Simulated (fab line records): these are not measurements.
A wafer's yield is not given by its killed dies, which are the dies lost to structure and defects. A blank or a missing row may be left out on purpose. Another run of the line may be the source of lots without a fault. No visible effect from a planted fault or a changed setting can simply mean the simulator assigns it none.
Lot-split experiment + flow n5Finfet + 21 wafers read from 7 lots, route of 1938 steps

== THE SPLIT ==
At N5_SDB_HM_DEP_00 (deposits SiNx from SiH4/NH3/N2, target thk 40 nm, time 35.3 s), the setting timeS was moved away from the recipe's 35.3 s on 6 of the 21 wafers read, by -11.1% to +14.2%. For the rest of the wafers, this setting stayed at what the recipe calls for.

== FROM THE SPLIT TO THE READING: what the file shows between them, 10 steps ==
- N5_SDB_COAT_03: time 60 s, resist thk 100 nm (also split here: spinRpm)
- N5_SDB_COAT_04: time 60 s, resist thk 18 nm
- N5_SDB_COAT_05: resist thk 90 nm
- N5_SDB_DESCUM_16: chemistry O2, time 7.9 s
- N5_SDB_ETCH_17: etches SiARC in CF4, target depth 23.4 nm, time 39 s
- N5_SDB_ETCH_18: etches SOC in N2/H2, target depth 100 nm, overetch 20 nm, time 150 s
- N5_SDB_STRIP_19: strips in N2/H2
- N5_SDB_STRIP_21: strips in CF4
- N5_SDB_HM_OPEN_20: chemistry CH3F/O2, target SiNx, stops on poly-Si, target depth 24 nm
- N5_SDB_STRIP_22: strips in N2/H2

== THE READING ==
SiNx_of_SDB_HM_DEP_00.thkNm (the simulator's own value, which no gauge read), in nm, at N5_SDB_CUT_ETCH_26 (etches Si in HBr/Cl2/O2, target depth 129.6 nm, bt time 20 s, time 51.8 s). The file gives no usual value for it. Average 22.8 nm, standard deviation 0.85 nm, over the 15 wafers here run with the recipe.

| wafer  | tool, chamber at the split | timeS as run, s | against the recipe | SiNx_of_SDB_HM_DEP_00.thkNm, nm | against lot-mates on the recipe |
|--------|----------------------------|-----------------|--------------------|---------------------------------|---------------------------------|
| L074.4 | pecvd-02, 1                | 35.3            | recipe             | 23                              | -                               |
| L074.5 | pecvd-02, 2                | 35.3            | recipe             | 22.2                            | -                               |
| L074.6 | pecvd-02, 0                | 35.3            | recipe             | 22.8                            | -                               |
| L075.2 | pecvd-02, 0                | 35.3            | recipe             | 23.6                            | -                               |
| L075.4 | pecvd-02, 1,0              | 35.3            | recipe             | 23.8                            | -                               |
| L075.6 | pecvd-02, 1,0              | 35.3            | recipe             | 24                              | -                               |
| L078.2 | pecvd-02, 1                | 35.3            | recipe             | 23.6                            | -                               |
| L078.3 | pecvd-02, 0                | 33.87           | -4.1%              | 21.4                            | -2.2                            |
| L078.5 | pecvd-02, 2                | 33.87           | -4.1%              | 20.8                            | -2.8                            |
| L080.4 | pecvd-02, 0                | 32.27           | -8.6%              | 21                              | -2.5                            |
| L080.5 | pecvd-02, 2                | 35.3            | recipe             | 23.2                            | -                               |
| L080.6 | pecvd-02, 1                | 35.3            | recipe             | 23.8                            | -                               |
| L083.2 | pecvd-04, 2                | 35.3            | recipe             | 21.4                            | -                               |
| L083.3 | pecvd-04, 1                | 35.3            | recipe             | 21.6                            | -                               |
| L083.4 | pecvd-04, 0                | 40.31           | +14.2%             | 27.4                            | +5.9                            |
| L085.2 | pecvd-04, 2                | 35.3            | recipe             | 22.2                            | -                               |
| L085.3 | pecvd-04, 2                | 35.3            | recipe             | 22.4                            | -                               |
| L085.4 | pecvd-04, 1                | 35.3            | recipe             | 21.6                            | -                               |
| L086.3 | pecvd-04, 1                | 31.38           | -11.1%             | 16.8                            | -5.6                            |
| L086.5 | pecvd-04, 1                | 35.3            | recipe             | 22.4                            | -                               |
| L086.6 | pecvd-04, 2                | 31.38           | -11.1%             | 18.2                            | -4.2                            |
Where a row lists several chambers, the file gives one row for several wafers and doesn't say which wafer went through which chamber.

THE FIT
A straight line over all 21 wafers: SiNx_of_SDB_HM_DEP_00.thkNm changes by +0.378 nm for each +1% of timeS; r = +0.90; the points scatter about the line by 0.94 nm.
The same after taking each lot's own level away (the mean of its wafers on the recipe; 21 wafers): +0.42 nm for each +1%; r = +0.98; scatter 0.5 nm.
On that fit, the largest move of timeS shifts the reading by 6 nm.
Across the lots, their own levels run from 21.50 to 23.80 nm, a range of 2.7 times the standard deviation given above.
So the slope is not independent of the lot-to-lot level: the two fits are not the same.
Check: with one of the wafers moved furthest among these (+14.2%) left out of the fit, the line predicts +5.93 nm for it against its lot-mates. Against them it came out at +5.9 nm.

== THE OTHER SPLITS THESE WAFERS WENT THROUGH ==
These wafers also went through other splits before the reading. Each is held against what the fit with the lots' levels taken away leaves over:
| other split on the same wafers | wafers away from the commonest value | r with SiNx_of_SDB_HM_DEP_00.thkNm (lot level and that fit taken away) |
|--------------------------------|--------------------------------------|------------------------------------------------------------------------|
| N5_SDB_COAT_03 spinRpm         | 13                                   | +0.10                                                                  |

== THE WHOLE CHAIN: every reading that the file lists as answering this split, in the file's order ==
| step               | what it does                                                              | reading                                                                      | change (the file's fit)               | r (the file's) |
|--------------------|---------------------------------------------------------------------------|------------------------------------------------------------------------------|---------------------------------------|----------------|
| N5_SDB_HM_DEP_00   | deposits SiNx from SiH4/NH3/N2, target thk 40 nm, time 35.3 s             | SiNx_of_SDB_HM_DEP_00.thkNm (the simulator's own value, which no gauge read) | +0.436 nm for each +1% of the setting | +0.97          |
| N5_SDB_HM_OPEN_20  | chemistry CH3F/O2, target SiNx, stops on poly-Si, target depth 24 nm      | etch.depthNm (the simulator's own value, which no gauge read)                | +0.433 nm for each +1% of the setting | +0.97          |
| N5_SDB_CUT_ETCH_26 | etches Si in HBr/Cl2/O2, target depth 129.6 nm, bt time 20 s, time 51.8 s | SiNx_of_SDB_HM_DEP_00.thkNm (the simulator's own value, which no gauge read) | +0.409 nm for each +1% of the setting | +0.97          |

== THE FILE'S OWN FIT ==
SiNx_of_SDB_HM_DEP_00.thkNm changes by +0.409 nm for each +1% of timeS, r = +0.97.
